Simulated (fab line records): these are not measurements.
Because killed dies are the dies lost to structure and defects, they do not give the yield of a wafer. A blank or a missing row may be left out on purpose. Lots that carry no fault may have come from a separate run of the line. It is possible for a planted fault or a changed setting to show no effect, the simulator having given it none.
Chamber matching    flow n5 finfet    N5_PMOS_HMC_CHANNEL_EPI_STRIP_33 on rie diel-03: 4 sister chambers
The step strips in N2/H2. 14 wafers are shown with their chamber, then 7 later ones without.

EACH WAFER AND ITS CHAMBER
wafer   chamber  showerhead plenum p Torr (Torr)  throttle valve pct (%)  oes product au (a.u.)
L080.3  0        3.55                             19.29                   0.87
L080.5  0        3.55                             19.27                   0.86
L080.6  1        3.37                             19.64                   0.75
L083.1  0        3.55                             19.29                   0.85
L083.4  3        3.50                             18.89                   0.75
L083.6  3        3.50                             18.88                   0.74
L090.1  3        3.49                             18.88                   0.73
L090.4  0        3.54                             19.30                   0.84
L090.5  3        3.50                             18.88                   0.73
L092.1  2        3.21                             18.85                   0.73
L092.2  3        3.49                             18.89                   0.73
L092.5  3        3.49                             18.93                   0.72
L094.1  0        3.54                             19.32                   0.83
L094.4  2        3.21                             18.81                   0.71

SIGNATURES (means of the wafers above)
reading                   chamber 0  chamber 1  chamber 2  chamber 3  scatter within a chamber
showerhead plenum p Torr  3.5460     3.3700     3.2100     3.4950     0.0052
throttle valve pct        19.2940    19.6400    18.8300    18.8917    0.02
oes product au            0.8500     0.7500     0.7200     0.7333     0.0132
Rule: distance of a wafer from a chamber = root of the sum over the readings of ((wafer's reading minus chamber's mean) / reading's scatter) squared. The wafer belongs to the nearest chamber; if the next one is less than 2 further off, it can't be placed. How the scatter is found: for the shown wafers, subtract from each reading the mean of its chamber, square and add these, divide the total by (wafers less chambers), then take the root.

WAFERS WHOSE CHAMBER IS MISSING
wafer   showerhead plenum p Torr (Torr)  throttle valve pct (%)  oes product au (a.u.)
L094.5  3.35                             19.72                   0.75
L096.1  3.21                             18.88                   0.71
L096.2  3.35                             19.72                   0.73
L096.3  3.54                             19.31                   0.82
L097.4  3.53                             19.32                   0.83
L097.5  3.53                             19.32                   0.82
L097.6  3.35                             19.72                   0.75

THE CHAMBER EACH PASSED THROUGH
wafer   from the rows above  in truth
L094.5  1                    1
L096.1  2                    2
L096.2  1                    1
L096.3  0                    0
L097.4  0                    0
L097.5  0                    0
L097.6  1                    1
7 of 7 placed correctly. Not placeable from these rows: 0. 0 placed wrongly.
